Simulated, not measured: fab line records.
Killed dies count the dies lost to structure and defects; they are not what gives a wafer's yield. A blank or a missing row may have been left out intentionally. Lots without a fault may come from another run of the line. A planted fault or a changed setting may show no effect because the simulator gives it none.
fab line records	flow n5_finfet
record lots=14	wafers=37	last_day=18
route steps=1938 shown ILD0@339 SDB@348 PASSIVATION@1936
lots untouched by any fault: they come from a run of this same line in which no faults occurred
start_h: hours from the record's first day to the start of the lot's first wafer shown	wait_h: hours from the lot's prior step to this one	" identical to the entry in the row above	L1.1+2: a single row standing in for several wafers	- no value, or no start given	* or withheld: withheld	< > ~ a bound
route shown NAME@n: a module of which the file shows steps, and the number in the route of the first	usual: the fault-free wafers' mean and standard deviation	same: alike in all rows	chamber/n: place in a boat	sites: readings site by site	_std_site: standard deviation across them	_edge_site: inner sites' mean taken away from outer sites' mean	radius_mm: how far each site lies from the wafer's centre	mask NAME#n: copy n	behind: the most recent tool/chamber to have shaped the wafer	hold: the reason the lot was held/the length of the hold in hours/how it ended	device: whichever transistor did not switch (one of n, p or np)	end of line: the tests these same wafers got at the end of their route	where a step has no rows: the recipe by itself	killed: dies that structure and defects cost at the first sort, which is not the same as the wafer's yield	map: a wafer's dies, x killed, . not, _ none there
set.NAME: the setting the step ran with; set.NAME@STEP: the setting that earlier step ran with	model.NAME: the simulator's own value behind a step, which no gauge read
steps of the route over a sample of lots; a table a step, a row a wafer
services: when a tool's chamber went out of use (start_h, in hours from the record's first day, below 0 if earlier), for how many hours, and the reason
## steps
# step N5_ILD0_THK_MEAS_04
# usual thk_nm=197.3/1.2
lot.wafer	tool	chamber	start_h	wait_h	thk_nm
L392.1	film_metro-02	-	60.89	-	197.3
L392.2	"	-	"	"	198.2
L392.3	"	-	"	"	196.8
L394.3	film_metro-01	-	72.46	-	196.5
L394.4	"	-	"	"	196.8
L394.5	"	-	"	"	198.6
L395.5	film_metro-01	-	82.39	-	198.0
L395.6	"	-	"	"	196.8
L397.1	film_metro-01	-	92.99	-	197.5
L397.2	"	-	"	"	196.9
L397.3	"	-	"	"	193.4
L398.2	film_metro-01	-	99.75	-	197.0
L398.5	"	-	"	"	196.7
L400.1	film_metro-01	-	111.79	-	198.3
L400.4	"	-	"	"	197.3
L400.6	"	-	"	"	197.5
L402.1	film_metro-02	-	123.84	-	197.4
L402.4	"	-	"	"	198.6
L402.6	"	-	"	"	197.4
L405.2	film_metro-01	-	142.63	-	196.7
L405.4	"	-	"	"	197.3
L408.2	film_metro-01	-	161.29	-	197.9
L408.3	"	-	"	"	199.3
L409.1	film_metro-02	-	168.50	-	198.7
L409.5	"	-	"	"	198.6
L409.6	"	-	"	"	197.8
L411.2	film_metro-01	-	180.35	-	198.0
L411.4	"	-	"	"	198.1
L411.6	"	-	"	"	199.2
L412.2	film_metro-01	-	182.09	-	195.3
L412.5	"	-	"	"	197.2
L414.1	film_metro-01	-	201.09	-	197.2
L414.4	"	-	"	"	197.5
L414.6	"	-	"	"	196.9
L415.2	film_metro-01	-	206.06	-	198.2
L415.5	"	-	"	"	198.2
L415.6	"	-	"	"	198.8
# step N5_ILD0_THK_MEAS_08
# usual thk_nm=138.7/1.2
lot.wafer	tool	chamber	start_h	wait_h	thk_nm
L392.1	film_metro-01	-	61.21	-	139.7
L392.2	"	-	"	"	137.9
L392.3	"	-	"	"	139.4
L394.3	film_metro-02	-	72.79	-	139.7
L394.4	"	-	"	"	140.8
L394.5	"	-	"	"	138.1
L395.5	film_metro-01	-	82.72	-	136.6
L395.6	"	-	"	"	136.6
L397.1	film_metro-01	-	93.32	-	136.3
L397.2	"	-	"	"	138.9
L397.3	"	-	"	"	137.5
L398.2	film_metro-01	-	100.08	-	139.7
L398.5	"	-	"	"	138.4
L400.1	film_metro-02	-	112.12	-	137.7
L400.4	"	-	"	"	137.4
L400.6	"	-	"	"	138.2
L402.1	film_metro-01	-	124.16	-	138.4
L402.4	"	-	"	"	138.9
L402.6	"	-	"	"	138.6
L405.2	film_metro-01	-	142.95	-	138.3
L405.4	"	-	"	"	139.4
L408.2	film_metro-01	-	161.61	-	138.6
L408.3	"	-	"	"	138.6
L409.1	film_metro-02	-	168.82	-	137.1
L409.5	"	-	"	"	139.3
L409.6	"	-	"	"	137.5
L411.2	film_metro-02	-	180.68	-	139.3
L411.4	"	-	"	"	140.1
L411.6	"	-	"	"	138.6
L412.2	film_metro-02	-	182.41	-	138.6
L412.5	"	-	"	"	140.9
L414.1	film_metro-02	-	201.41	-	139.9
L414.4	"	-	"	"	138.6
L414.6	"	-	"	"	139.9
L415.2	film_metro-02	-	206.38	-	140.9
L415.5	"	-	"	"	140.4
L415.6	"	-	"	"	140.2
# step N5_SDB_COAT_03
# recipe resist=SOC	temp_c=250	time_s=60	spin_rpm=1500	resist_thk_nm=100
# usual resist_line_temp_C=22.99/0.12	spin_speed_rpm=1500.0/0.82
lot.wafer	tool	chamber	start_h	wait_h	resist_line_temp_C	spin_speed_rpm
L392.1	litho_track-04	0	64.57	0.1	22.93	1499.8
L392.2	"	0	"	"	22.83	1500.1
L392.3	"	0	"	"	23.06	1499.4
L394.3	litho_track-04	0	76.14	0.1	22.89	1500.5
L394.4	"	0	"	"	22.84	1500.5
L394.5	"	0	"	"	22.90	1500.6
L395.5	litho_track-04	0	86.07	0.0	22.79	1500.0
L395.6	"	0	"	"	22.80	1500.6
L397.1	litho_track-01	0	96.71	0.1	22.95	1500.6
L397.2	"	0	"	"	22.98	1500.3
L397.3	"	0	"	"	22.84	1500.2
L398.2	litho_track-01	0	103.78	0.1	23.00	1500.6
L398.5	"	0	"	"	23.10	1499.7
L400.1	litho_track-01	0	115.95	0.1	22.86	1458.0
L400.4	"	0	"	"	23.03	1457.8
L400.6	"	0	"	"	22.91	1457.4
L402.1	litho_track-01	0	127.73	0.1	22.87	1457.8
L402.4	"	0	"	"	22.71	1457.4
L402.6	"	0	"	"	22.87	1459.1
L405.2	litho_track-03	0	146.68	0.1	22.96	1500.6
L405.4	"	0	"	"	22.95	1499.3
L408.2	litho_track-03	0	164.97	0.1	23.13	1498.4
L408.3	"	0	"	"	23.05	1499.6
L409.1	litho_track-04	0	172.64	0.1	23.01	1499.6
L409.5	"	0	"	"	23.06	1501.1
L409.6	"	0	"	"	23.22	1499.5
L411.2	litho_track-03	0	184.03	0.1	22.97	1499.8
L411.4	"	0	"	"	23.04	1500.2
L411.6	"	0	"	"	22.93	1499.5
L412.2	litho_track-04	0	185.77	0.1	22.81	1498.5
L412.5	"	0	"	"	23.05	1498.4
L414.1	litho_track-01	0	204.86	0.1	22.85	1500.2
L414.4	"	0	"	"	22.96	1499.9
L414.6	"	0	"	"	22.92	1500.3
L415.2	litho_track-01	0	209.89	0.1	22.88	1499.4
L415.5	"	0	"	"	22.81	1497.5
L415.6	"	0	"	"	22.78	1499.3
# step N5_SDB_STRIP_22
# recipe chemistry=N2/H2	power_w=1000	temp_c=250	h2_frac=0.65	overash_fraction=0.3	pressure_mtorr=withheld	n2_flow_sccm=1750	h2_flow_sccm=3250
# usual drypump_motor_current_A=5.6/0.31	heater_power_w=355/11	n2_flow_sccm=1750/4.7	oes_product_au=0.715/0.0047	strip_time_to_endpoint_s=96.3/0.5
lot.wafer	tool	chamber	start_h	wait_h	drypump_motor_current_A	heater_power_w	n2_flow_sccm	oes_product_au	rf_hours_counter_h	strip_time_to_endpoint_s
L392.1	plasma_asher-02	1	65.34	0.1	6.1	365	1752	0.710	36	96.0
L392.2	"	0	"	"	5.8	334	1748	0.717	36	95.8
L392.3	"	1	"	"	6.1	359	1749	0.719	-	96.6
L394.3	plasma_asher-01	1	76.95	0.1	5.5	354	1739	0.716	-	96.7
L394.4	"	0	"	"	5.3	371	1755	0.711	-	96.6
L394.5	"	0	"	"	5.3	360	1748	0.716	-	96.2
L395.5	plasma_asher-01	1	87.02	0.2	5.5	367	1743	0.725	-	96.8
L395.6	"	0	"	"	5.3	364	1741	0.714	-	96.4
L397.1	plasma_asher-02	1	97.50	0.1	6.2	354	1751	0.712	42	95.9
L397.2	"	0	"	"	5.7	332	1744	0.720	42	96.4
L397.3	"	0	"	"	5.7	340	1753	0.720	-	96.1
L398.2	plasma_asher-01	1	104.55	0.1	5.5	359	1741	0.721	82	96.9
L398.5	"	0	"	"	5.3	366	1756	0.712	-	96.1
L400.1	plasma_asher-02	1	117.12	0.1	6.1	356	1750	0.717	46	97.2
L400.4	"	1	"	"	6.1	354	1757	0.710	-	97.3
L400.6	"	1	"	"	6.1	356	1754	0.709	-	97.3
L402.1	plasma_asher-02	0	128.50	0.1	5.7	334	1756	0.717	49	97.8
L402.4	"	0	"	"	5.7	335	1746	0.712	-	98.3
L402.6	"	1	"	"	6.1	357	1749	0.711	-	98.3
L405.2	plasma_asher-02	1	147.55	0.1	6.1	358	1748	0.727	52	95.8
L405.4	"	1	"	"	6.1	355	1756	0.712	-	96.4
L408.2	plasma_asher-01	0	165.93	0.1	5.3	365	1749	0.705	94	96.6
L408.3	"	0	"	"	5.3	352	1746	0.714	-	96.3
L409.1	plasma_asher-01	0	173.65	0.1	5.3	369	1747	0.717	96	95.7
L409.5	"	1	"	"	5.4	353	1742	0.704	-	95.4
L409.6	"	0	"	"	5.3	366	1751	0.716	-	96.1
L411.2	plasma_asher-01	0	184.89	0.1	5.3	363	1750	0.714	99	96.1
L411.4	"	1	"	"	5.5	365	1748	0.710	-	96.2
L411.6	"	0	"	"	5.3	367	1754	0.714	-	96.0
L412.2	plasma_asher-01	0	186.53	0.1	5.3	370	1752	0.717	99	97.5
L412.5	"	1	"	"	5.5	357	1745	0.713	-	96.9
L414.1	plasma_asher-02	1	205.67	0.1	6.1	360	1750	0.714	63	95.9
L414.4	"	1	"	"	6.1	355	1755	0.716	-	96.4
L414.6	"	0	"	"	5.7	339	1754	0.706	-	96.5
L415.2	plasma_asher-01	0	210.65	0.1	5.3	358	1760	0.716	103	96.4
L415.5	"	0	"	"	5.3	365	1753	0.720	-	97.1
L415.6	"	1	"	"	5.5	350	1745	0.715	-	96.3
# step N5_PASSIVATION_PROBE_49
# usual killed_at_M0_to_M3=34/10	killed_at_M4_up=13/5.4	killed_at_contacts=13/6	killed_at_front_end=42/13	killed_at_other=4/3.2	killed_dies=107/18	killed_open=69/14	killed_short=35/7.7
# same gross_dies=1180	killed_at_back_side=0
lot.wafer	tool	chamber	start_h	wait_h	killed_at_M0_to_M3	killed_at_M4_up	killed_at_contacts	killed_at_front_end	killed_at_other	killed_dies	killed_open	killed_short
L392.1	prober-02	-	265.70	0.0	25	26	9	33	0	93	61	28
L392.2	prober-02	-	265.75	0.1	23	10	17	43	1	94	54	39
L392.3	prober-02	-	265.80	0.1	29	18	25	30	2	104	67	33
L395.5	prober-02	-	280.29	0.2	45	12	13	48	2	120	79	31
L395.6	prober-02	-	280.34	0.3	36	17	7	36	2	98	63	33
L400.1	prober-02	-	327.01	0.0	28	14	18	31	12	103	74	27
L400.4	prober-02	-	327.16	0.2	64	23	19	50	5	161	92	55
L400.6	prober-02	-	327.26	0.3	37	16	15	34	4	106	67	38
L405.2	prober-01	-	357.46	0.1	39	10	23	49	6	127	88	31
L405.4	prober-01	-	357.56	0.2	60	14	7	48	4	133	85	41
L409.1	prober-01	-	388.60	0.0	35	16	17	45	2	115	70	39
L409.5	prober-01	-	388.80	0.2	62	14	17	27	9	129	88	40
L409.6	prober-01	-	388.85	0.3	62	10	7	36	3	118	72	42
L411.2	prober-02	-	420.85	0.1	33	16	6	55	1	111	73	36
L411.4	prober-02	-	420.95	0.2	41	6	26	31	9	113	70	41
L411.6	prober-02	-	421.05	0.3	17	12	13	39	3	84	52	30
# killed by level:class
L392.1 STI_FIN_REVEAL:geometric_particle:open=10 FIN_SAQP:geometric_particle:open=7 MOL_CONTACT_COAG:geometric_particle:open=7 BEOL_M4:geometric_particle:open=7 FIN_SAQP:geometric_particle:short=6 BEOL_M0_SAQP:geometric_particle:open=6 BEOL_M0_SAQP:geometric_particle:short=6 BEOL_M1:geometric_particle:open=6
L392.2 MOL_CONTACT_COAG:geometric_particle:open=12 FIN_SAQP:geometric_particle:short=11 STI_FIN_REVEAL:geometric_particle:open=8 FIN_SAQP:geometric_particle:open=7 MOL_CONTACT_COAG:geometric_particle:short=5 BEOL_M0_SAQP:geometric_particle:open=5 BEOL_M0_SAQP:geometric_particle:short=5 BEOL_M5:geometric_particle:open=4
L392.3 MOL_CONTACT_COAG:geometric_particle:open=21 BEOL_M0_SAQP:geometric_particle:short=9 STI_FIN_REVEAL:geometric_particle:open=7 BEOL_M4:geometric_particle:open=7 BEOL_M1:geometric_particle:open=7 FIN_SAQP:geometric_particle:open=5 FIN_SAQP:geometric_particle:short=5 MOL_CONTACT_COAG:geometric_particle:short=4
L395.5 MOL_CONTACT_COAG:geometric_particle:open=11 DUMMY_GATE:geometric_particle:open=10 BEOL_M0_SAQP:geometric_particle:open=8 BEOL_M0_SAQP:geometric_particle:short=8 BEOL_M1:geometric_particle:open=8 HKMG_FIN:area_etch=8 STI_FIN_REVEAL:geometric_particle:open=7 FIN_SAQP:geometric_particle:open=6
L395.6 BEOL_M1:geometric_particle:open=14 DUMMY_GATE:geometric_particle:open=9 BEOL_M0_SAQP:geometric_particle:short=9 BEOL_M4:geometric_particle:open=9 STI_FIN_REVEAL:geometric_particle:open=7 BEOL_M0_SAQP:geometric_particle:open=7 FIN_SAQP:geometric_particle:short=5 FIN_SAQP:geometric_particle:open=3
L400.1 MOL_CONTACT_COAG:geometric_particle:open=13 STI_FIN_REVEAL:geometric_particle:open=12 BEOL_M4:geometric_particle:open=10 BEOL_M0_SAQP:geometric_particle:open=8 BEOL_M2:geometric_particle:open=6 BEOL_M1:geometric_particle:open=6 FIN_SAQP:geometric_particle:short=5 MOL_CONTACT_COAG:geometric_particle:short=5
L400.4 BEOL_M0_SAQP:geometric_particle:short=22 BEOL_M0_SAQP:geometric_particle:open=16 FIN_SAQP:geometric_particle:open=15 BEOL_M4:geometric_particle:open=14 HKMG_FIN:area_etch=13 MOL_CONTACT_COAG:geometric_particle:open=12 BEOL_M2:geometric_particle:open=11 MOL_CONTACT_COAG:geometric_particle:short=7
L400.6 MOL_CONTACT_COAG:geometric_particle:open=10 BEOL_M4:geometric_particle:open=10 FIN_SAQP:geometric_particle:open=9 BEOL_M3:geometric_particle:open=8 BEOL_M0_SAQP:geometric_particle:short=8 FIN_SAQP:geometric_particle:short=6 STI_FIN_REVEAL:geometric_particle:open=6 BEOL_M0_SAQP:geometric_particle:open=6
L405.2 MOL_CONTACT_COAG:geometric_particle:open=20 STI_FIN_REVEAL:geometric_particle:open=11 BEOL_M2:geometric_particle:open=9 BEOL_M0_SAQP:geometric_particle:open=9 BEOL_M3:geometric_particle:open=9 FIN_SAQP:geometric_particle:open=7 FIN_SAQP:geometric_particle:short=6 HKMG_FIN:area_etch=6
L405.4 FIN_SAQP:geometric_particle:open=13 BEOL_M0_SAQP:geometric_particle:open=13 BEOL_M0_SAQP:geometric_particle:short=13 BEOL_M2:geometric_particle:open=11 STI_FIN_REVEAL:geometric_particle:open=9 BEOL_M1:geometric_particle:open=7 BEOL_M3:geometric_particle:open=7 FIN_SAQP:geometric_particle:short=6
L409.1 MOL_CONTACT_COAG:geometric_particle:open=14 BEOL_M0_SAQP:geometric_particle:short=12 FIN_SAQP:geometric_particle:open=11 BEOL_M4:geometric_particle:open=9 FIN_SAQP:geometric_particle:short=8 DUMMY_GATE:geometric_particle:open=5 STARTING-WAFER:geometric_particle:short=5 BEOL_M1:geometric_particle:open=5
L409.5 BEOL_M0_SAQP:geometric_particle:open=22 BEOL_M0_SAQP:geometric_particle:short=20 MOL_CONTACT_COAG:geometric_particle:open=14 BEOL_M4:geometric_particle:open=11 BEOL_M1:geometric_particle:open=9 STI_FIN_REVEAL:geometric_particle:open=6 BEOL_M2:geometric_particle:open=5 DUMMY_GATE:geometric_particle:open=4
L409.6 BEOL_M0_SAQP:geometric_particle:open=23 BEOL_M0_SAQP:geometric_particle:short=14 FIN_SAQP:geometric_particle:open=8 GATE_CUT:geometric_particle:short=7 MOL_CONTACT_COAG:geometric_particle:open=7 BEOL_M3:geometric_particle:open=7 BEOL_M1:geometric_particle:open=6 BEOL_M4:geometric_particle:open=6
L411.2 FIN_SAQP:geometric_particle:short=12 STI_FIN_REVEAL:geometric_particle:open=11 FIN_SAQP:geometric_particle:open=7 BEOL_M1:geometric_particle:open=7 BEOL_M2:geometric_particle:open=7 DUMMY_GATE:geometric_particle:open=6 BEOL_M3:geometric_particle:open=6 MOL_CONTACT_COAG:geometric_particle:open=5
L411.4 MOL_CONTACT_COAG:geometric_particle:open=20 FIN_SAQP:geometric_particle:short=8 STI_FIN_REVEAL:geometric_particle:open=7 BEOL_M0_SAQP:geometric_particle:short=7 BEOL_M2:geometric_particle:open=7 BEOL_M3:geometric_particle:open=7 BEOL_M0_SAQP:geometric_particle:open=6 PAD_METAL:geometric_particle:short=6
L411.6 FIN_SAQP:geometric_particle:open=13 MOL_CONTACT_COAG:geometric_particle:open=10 FIN_SAQP:geometric_particle:short=9 BEOL_M4:geometric_particle:short=7 STI_FIN_REVEAL:geometric_particle:open=4 DUMMY_GATE:geometric_particle:open=4 BEOL_M2:geometric_particle:open=4 MOL_CONTACT_COAG:geometric_particle:short=3
## services
tool	chamber	start_h	hours	kind
litho_track-01	-	184.10	-	consumable_replace:filter
## key
first_sign step=N5_SDB_COAT_03	reading=spin_speed_rpm	direction=down	sigmas=51	usual=*	struck=*
effect step=N5_SDB_STRIP_22	reading=strip_time_to_endpoint_s	direction=up	sigmas=2.8	usual=*	struck=*
met_at N5_SDB_COAT_03
struck_lots L400,L402
tester_left_out L400,L402
baseline_loss step=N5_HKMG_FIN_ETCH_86	wafers=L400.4
not_acting_at N5_ILD0_THK_MEAS_04,N5_ILD0_THK_MEAS_08
onset_between 103.78 115.95
fault kind=process_parameter_drift	tool=litho_track-01	chamber=-	onset_h=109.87	steps=N5_SDB_COAT_03	channel=spin_rpm	offset=*	shape=step	end_h=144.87	acts_in=*	stated=*
# tester_left_out: of these lots the tester's yield and bins aren't shown, on N5 and GAA mostly nor the transistor test; their killed dies are dies lost to structure and defects alone, not to doping, threshold or leakage, so they don't give the yield
# baseline_loss: these wafers lose ten dies or more at that step, a loss of the line's own and not of a fault; the sort's usual values leave them out
